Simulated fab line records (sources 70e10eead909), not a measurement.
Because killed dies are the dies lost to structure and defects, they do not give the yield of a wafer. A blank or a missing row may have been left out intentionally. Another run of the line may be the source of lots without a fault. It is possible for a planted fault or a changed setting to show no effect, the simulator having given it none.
fab line records	flow nand_harc
record: lots: 13	wafers: 39	last_day: 33
route steps=1302 shown A_M1@1195 A_BONDPAD@1220
lots that met no fault: taken from a fault-free run of the same line
start_h: the number of hours between the record's first day and the start of the first shown wafer of the lot	wait_h: hours since the lot's step before	" identical to the entry in the row above	L1.1+2: a single row standing in for several wafers	- value missing, or start not given	* or withheld: withheld	< > ~ a bound
route shown NAME@n: NAME is a module with steps in the file, n the number in the route of the first one	usual: mean and standard deviation over wafers with no fault	same: alike in all rows	chamber/n: place in a boat	sites: per-site readings	_std_site: their standard deviation	_edge_site: the outer-site mean with the inner-site mean subtracted	radius_mm: how far each site lies from the wafer's centre	mask NAME#n: copy n	behind: the last tool/chamber to shape the wafer	hold: reason for holding the lot/hours on hold/outcome of the hold	device: which transistor (n, p or np) failed to switch	end of line: tests of these same wafers at the route's end	step lacking rows: just its recipe	killed: count of dies lost to structure and defects at first sort (not the wafer's yield)	map: the dies of a wafer, with x for killed, . for not killed, _ for no die there
set.NAME: setting as actually run; set.NAME@STEP: the setting as run at that earlier step	model.NAME: the simulator's own value behind a step, which no gauge read
a sample of lots followed through the steps of the route, with each step as a table and each wafer as a row
services: a tool's chamber out of use, with start hour (start_h, from the record's first day; less than 0 if before it), hours out, and reason
== steps ==
step: NHARC_A_M1_CMP_23
recipe: t_overpolish_s: 20	target_thk_nm: 154.34
usual: motor_current_A: 12.4/1.6	time_to_endpoint_s: 30/3.4
lot.wafer	tool	chamber	start_h	wait_h	motor_current_A	time_to_endpoint_s
L971.1	cmp-04	3	522.87	-	12.3	29
L971.5	"	3	"	"	11.4	29
L971.6	"	0	"	"	15.2	35
L972.2	cmp-02	1	538.54	-	14.1	28
L972.1	"	2	"	"	14.1	26
L972.6	"	1	"	"	14.1	25
L973.4	cmp-04	0	547.19	-	14.6	31
L973.2	"	1	"	"	13.4	32
L973.5	"	1	"	"	13.7	31
L975.4	cmp-03	0	563.33	-	10.6	31
L975.3	"	1	"	"	11.7	25
L975.6	"	1	"	"	12.1	26
L977.4	cmp-03	3	578.04	-	12.1	28
L977.3	"	1	"	"	12.0	24
L977.5	"	3	"	"	10.8	27
L976.4	cmp-02	0	590.05	-	11.9	30
L976.2	"	1	"	"	15.2	27
L976.6	"	3	"	"	13.2	27
L978.2	cmp-02	1	612.55	-	13.7	26
L978.1	"	3	"	"	13.1	28
L978.6	"	1	"	"	13.7	29
L980.3	cmp-03	2	624.24	-	10.1	33
L980.4	"	3	"	"	10.9	29
L980.5	"	0	"	"	10.5	30
L982.2	cmp-03	1	641.30	-	11.9	27
L982.6	"	1	"	"	11.7	25
L982.5	"	2	"	"	9.8	35
L983.4	cmp-04	2	647.72	-	10.5	35
L983.3	"	0	"	"	15.8	37
L983.5	"	2	"	"	11.5	32
L985.3	cmp-02	0	663.60	-	12.5	34
L985.2	"	1	"	"	14.2	32
L985.5	"	1	"	"	14.4	32
L986.4	cmp-02	0	670.50	-	11.7	32
L986.2	"	2	"	"	13.9	26
L986.6	"	3	"	"	13.3	29
L993.4	cmp-04	2	754.46	-	10.8	29
L993.2	"	3	"	"	11.4	30
L993.6	"	2	"	"	11.2	30
step: NHARC_A_M1_DEP_33
recipe: target_thk_a: 300	temp_c: 370	target_thk_nm: 30	pressure_torr: 3	flow_sccm: 200	rf_w: 450	material: SiCN
usual: heater_power_w: 591/93
lot.wafer	tool	chamber	start_h	wait_h	heater_power_w
L971.1	pecvd-01	2	523.49	0.1	636
L971.5	"	2	"	"	648
L971.6	"	0	"	"	472
L972.2	pecvd-03	2	539.16	0.1	604
L972.1	"	1	"	"	566
L972.6	"	0	"	"	495
L973.2	pecvd-04	2	547.86	0.1	569
L973.4	"	2	"	"	570
L973.5	"	0	"	"	631
L975.3	pecvd-01	0	564.03	0.1	488
L975.6	"	2	"	"	636
L975.4	"	0	"	"	497
L977.3	pecvd-01	0	578.66	0.1	474
L977.4	"	1	"	"	816
L977.5	"	2	"	"	637
L976.2	pecvd-01	0	590.70	0.1	425
L976.6	"	0	"	"	430
L976.4	"	1	"	"	799
L978.1	pecvd-04	0	613.14	0.1	707
L978.2	"	1	"	"	430
L978.6	"	0	"	"	708
L980.3	pecvd-03	1	624.81	0.1	657
L980.4	"	1	"	"	654
L980.5	"	0	"	"	578
L982.2	pecvd-01	2	641.93	0.1	635
L982.6	"	2	"	"	630
L982.5	"	1	"	"	669
L983.3	pecvd-03	0	648.44	0.1	521
L983.5	"	0	"	"	535
L983.4	"	2	"	"	588
L985.3	pecvd-03	1	664.21	0.1	659
L985.2	"	2	"	"	650
L985.5	"	0	"	"	587
L986.2	pecvd-01	2	671.14	0.1	613
L986.6	"	2	"	"	621
L986.4	"	0	"	"	483
L993.2	pecvd-04	2	755.08	0.1	581
L993.4	"	0	"	"	649
L993.6	"	1	"	"	416
step: NHARC_A_BONDPAD_ETCH_12
recipe: target_depth_a: 2200	time_s: 110	chf3_flow_sccm: 50	o2_flow_sccm: 10	ar_flow_sccm: 200	rf_w: 500	bias_w: 200	chemistry: CHF3/O2
usual: drypump_motor_current_A: 5.5/0.35	oes_product_au: 0.945/0.025	rf_vpp_V: 370/3	showerhead_plenum_p_Torr: 2.38/0.13	throttle_valve_pct: 20.571/0.0091
lot.wafer	tool	chamber	start_h	wait_h	drypump_motor_current_A	oes_product_au	rf_hours_counter_h	rf_vpp_V	showerhead_plenum_p_Torr	throttle_valve_pct
L971.1	rie_diel-06	0	525.68	-	5.6	0.971	1	368	2.25	20.578
L971.5	"	2	"	"	5.6	0.953	-	368	2.25	20.557
L971.6	"	3	"	"	5.5	0.979	-	374	2.54	20.577
L972.2	rie_diel-06	0	541.32	-	5.6	0.975	2	366	2.25	20.592
L972.1	"	2	"	"	5.6	0.964	2	366	2.25	20.582
L972.6	"	0	"	"	5.6	0.984	-	368	2.25	20.577
L973.2	rie_diel-01	2	549.86	-	5.4	0.924	59	368	2.23	20.567
L973.4	"	3	"	"	4.9	0.922	55	367	2.27	20.564
L973.5	"	1	"	"	6.0	0.926	-	370	2.35	20.585
L975.4	rie_diel-12	2	565.99	-	5.1	0.931	16	366	2.25	20.556
L975.3	"	0	"	"	5.3	0.919	17	372	2.49	20.560
L975.6	"	2	"	"	5.1	0.931	-	367	2.25	20.585
L977.3	rie_diel-12	2	580.83	-	5.1	0.931	18	366	2.25	20.550
L977.4	"	3	"	"	6.3	0.922	19	373	2.50	20.565
L977.5	"	2	"	"	5.1	0.927	-	368	2.25	20.579
L976.4	rie_diel-06	0	592.87	-	5.6	0.921	3	367	2.25	20.568
L976.2	"	2	"	"	5.6	0.920	3	366	2.25	20.579
L976.6	"	0	"	"	5.6	0.918	-	367	2.25	20.567
L978.2	rie_diel-01	0	615.37	-	5.2	0.941	17	374	2.52	20.569
L978.1	"	1	"	"	6.0	0.926	17	370	2.34	20.561
L978.6	"	1	"	"	6.1	0.925	-	369	2.34	20.565
L980.3	rie_diel-06	2	627.15	-	5.6	0.929	3	366	2.25	20.571
L980.5	"	2	"	"	5.6	0.928	-	368	2.25	20.574
L980.4	"	0	"	"	5.6	0.919	-	367	2.25	20.567
L982.2	rie_diel-06	3	644.24	-	5.6	0.938	4	374	2.54	20.564
L982.6	"	1	"	"	5.1	0.918	-	369	2.39	20.570
L982.5	"	2	"	"	5.6	0.942	-	366	2.25	20.568
L983.4	rie_diel-12	1	650.63	-	5.9	0.966	3	372	2.52	20.578
L983.3	"	2	"	"	5.1	0.978	2	368	2.24	20.573
L983.5	"	3	"	"	6.3	0.965	-	373	2.50	20.570
L985.3	rie_diel-12	0	666.43	-	5.3	0.929	6	373	2.49	20.568
L985.2	"	1	"	"	5.9	0.924	6	374	2.52	20.563
L985.5	"	3	"	"	6.3	0.931	-	373	2.50	20.590
L986.2	rie_diel-12	2	673.22	-	5.1	0.937	6	368	2.24	20.568
L986.4	"	0	"	"	5.3	0.858	6	373	2.49	20.583
L986.6	"	1	"	"	5.9	0.854	-	373	2.52	20.577
L993.2	rie_diel-06	2	757.12	-	5.6	0.925	2	367	2.25	20.574
L993.4	"	3	"	"	5.5	0.930	2	373	2.54	20.573
L993.6	"	2	"	"	5.6	0.914	-	368	2.25	20.574
step: NHARC_A_BONDPAD_ANNEAL_28
recipe: temp_c: 225	time_s: 90
usual: anneal_temp_c: 225.01/0.2	wafer_temp_C_max: 226.4/0.33
lot.wafer	tool	chamber	start_h	wait_h	anneal_temp_c	wafer_temp_C_max
L971.1	rtp_anneal-01	0	527.23	-	224.60	226.7
L971.5	"	0	"	"	224.70	226.5
L971.6	"	0	"	"	224.82	227.1
L972.1	rtp_anneal-01	0	542.81	-	225.05	226.4
L972.2	"	0	"	"	225.13	226.5
L972.6	"	0	"	"	224.80	226.6
L973.2	rtp_anneal-02	0	551.41	-	225.20	226.5
L973.4	"	0	"	"	225.12	225.8
L973.5	"	0	"	"	225.16	226.0
L975.3	rtp_anneal-01	0	568.03	0.3	224.65	226.2
L975.4	"	0	"	"	224.69	226.5
L975.6	"	0	"	"	224.66	226.6
L977.3	rtp_anneal-01	0	582.43	-	225.20	226.6
L977.4	"	0	"	"	225.12	226.2
L977.5	"	0	"	"	225.25	226.2
L976.2	rtp_anneal-02	0	594.42	-	225.04	226.0
L976.4	"	0	"	"	224.95	226.1
L976.6	"	0	"	"	224.89	226.5
L978.1	rtp_anneal-02	0	616.89	0.3	225.22	226.8
L978.2	"	0	"	"	225.38	226.3
L978.6	"	0	"	"	225.26	226.5
L980.3	rtp_anneal-01	0	628.81	0.3	225.09	226.3
L980.4	"	0	"	"	225.26	226.9
L980.5	"	0	"	"	225.23	226.5
L982.2	rtp_anneal-02	0	645.80	-	224.91	226.1
L982.5	"	0	"	"	224.70	226.0
L982.6	"	0	"	"	224.93	226.3
L983.3	rtp_anneal-01	0	652.23	0.3	224.99	226.8
L983.4	"	0	"	"	225.03	227.2
L983.5	"	0	"	"	224.94	226.6
L985.2	rtp_anneal-01	0	667.96	0.4	225.01	227.4
L985.3	"	0	"	"	224.97	226.5
L985.5	"	0	"	"	224.93	226.5
L986.2	rtp_anneal-02	0	675.00	0.5	225.10	225.8
L986.4	"	0	"	"	225.09	226.4
L986.6	"	0	"	"	225.20	226.2
L993.2	rtp_anneal-02	0	758.68	0.3	225.10	226.5
L993.4	"	0	"	"	225.19	226.1
L993.6	"	0	"	"	225.11	226.1
== services ==
tool	chamber	start_h	hours	kind
cmp-04	-	503.08	4.0	pm
rie_diel-06	1	516.69	10.2	repair
cmp-03	-	521.65	5.6	repair
cmp-02	-	531.07	4.0	pm
pecvd-03	-	547.09	13.0	pm
cmp-03	-	555.44	4.0	pm
cmp-03	-	565.86	0.3	repair
pecvd-01	2	568.58	2.3	repair
cmp-04	-	601.08	4.0	pm
cmp-04	-	606.44	0.2	repair
cmp-02	-	622.13	9.3	repair
rie_diel-12	-	622.41	9.0	pm
rie_diel-06	3	623.28	8.4	repair
rie_diel-12	-	640.97	1.3	repair
rie_diel-12	0	654.26	5.0	repair
rie_diel-12	3	655.28	10.7	repair
rie_diel-06	-	661.21	9.0	pm
rie_diel-06	0	670.79	7.1	repair
pecvd-01	-	673.10	13.0	pm
rie_diel-06	1	684.24	3.2	repair
rie_diel-12	2	695.17	7.1	repair
cmp-02	-	729.42	4.0	pm
rtp_anneal-02	-	744.00	12.0	pm
cmp-02	-	752.02	6.5	repair
== key ==
first_sign: step: NHARC_A_BONDPAD_ETCH_12	reading: oes_product_au	direction: down	sigmas: 3.5	usual: 0.945	struck: 0.856
effect none on later readings
met_at NHARC_A_BONDPAD_ETCH_12
struck_lots L986
struck_wafers L986.4,L986.6
later_rows_left_out L986.4,L986.6
sort_left_out L986.4,L986.6
not_acting_at NHARC_A_M1_CMP_23,NHARC_A_M1_DEP_33,NHARC_A_BONDPAD_ANNEAL_28
onset_between 666.43 673.22
fault: kind: process_parameter_drift	tool: rie_diel-12	chamber: -	onset_h: 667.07	steps: NHARC_A_BONDPAD_ETCH_12	channel: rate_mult	offset: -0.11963	shape: step	end_h: 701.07	scope: struck_wafers_only
sort_left_out: the simulated sort isn't trusted on such a fault, so these wafers' sort isn't shown, and their yield isn't known
later_rows_left_out: the simulator's readings of these wafers behind a module that went badly wrong aren't trusted and aren't shown, but for the sort
